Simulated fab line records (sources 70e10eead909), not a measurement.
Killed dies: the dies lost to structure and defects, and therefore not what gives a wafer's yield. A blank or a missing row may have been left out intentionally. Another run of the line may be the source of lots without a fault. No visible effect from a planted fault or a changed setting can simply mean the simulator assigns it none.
A struck lot beside a sound one ; flow nandHarc ; 13 steps out of a route of 1159
Sound: the wafers L135.1, L135.2, L135.6. Struck: wafers L140.2, L140.4, L140.6. The cause is named last.
Each step with rows lists, per side, the tool, then ch with its chambers, then its first start. Under that, the readings that differ: sound wafers ; struck wafers ; difference of the means ; sigmas: that difference in standard deviations of wafers without a fault.
alike: words and numbers the same on both sides, and readings whose means are apart by under 2 such deviations; not compared: readings that were withheld, readings missing a value for some wafer, numbers with overlapping values and no deviation given by the record, and bounds like >300 which may hide the same value.
A row with sigmas, a row that says differs or no value, or rows on one side alone: a step with any of these is where the two part. When numbers do not overlap yet have no deviation, they are printed without sigmas and do not part them. A reading missing from all wafers of one side parts the sides only when that side holds two or more wafers.

NHARC_P_GATE_DESCUM_61: chemistry O2, time 3 s.
  sound on rieDiel-12 ch 0,1,3, day 8 14:47; struck on rieDiel-10 ch 2,3, day 9 13:59
  alike: drypumpMotorCurrentA, oesProductAu, rfVppV, showerheadPlenumPTorr, throttleValvePct
  not compared: rfHoursCounterH
following that, these wafers have no rows for 1 step: NHARC_P_GATE_IMPLANT_62.
NHARC_P_GATE_STRIP_112: strips in N2/H2, time 200 s.
  sound on plasmaAsher-01 ch 0,1, day 8 15:10; struck on plasmaAsher-02 ch 0,1, day 9 14:21
  alike: drypumpMotorCurrentA, heaterPowerW
  not compared: rfHoursCounterH
NHARC_P_GATE_STRIP_76: strips in O2.
  sound on plasmaAsher-01 ch 0,1, day 8 15:25; struck on plasmaAsher-02 ch 0,1, day 9 14:37
  alike: drypumpMotorCurrentA, heaterPowerW
  not compared: rfHoursCounterH
then, 8 steps without rows for these wafers: NHARC_P_GATE_STRIP_63 (strips in SPM, time 900 s); NHARC_P_GATE_DEHYDRATE_83 (time 120 s); NHARC_P_GATE_HMDS_84 (time 30 s); NHARC_P_GATE_COAT_85; NHARC_P_GATE_SOFTBAKE_86 (time 95 s); NHARC_P_GATE_EBR_87; NHARC_P_GATE_EXPOSE_88 (exposes mask P HVN, target cd 2000 nm); NHARC_P_GATE_PEB_89 (peb time 85 s).
NHARC_P_GATE_DEVELOP_90: time 70 s.
  sound on lithoTrack-05 ch 0, day 8 16:00; struck on lithoTrack-02, day 9 15:00
  no value came back on the struck wafers for chillPlateTempC (C), exhaustPa (Pa); on the sound wafers chillPlateTempC (C) reads 23.06 22.99 22.95

== WHERE THEY PART ==
At NHARC_P_GATE_DEVELOP_90 and nowhere else, as far as this record goes.

WHY: what had been put in by the simulator
Step skipped in full: lithoTrack-02, at NHARC_P_GATE_DEVELOP_90, from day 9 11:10 onward. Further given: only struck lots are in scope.
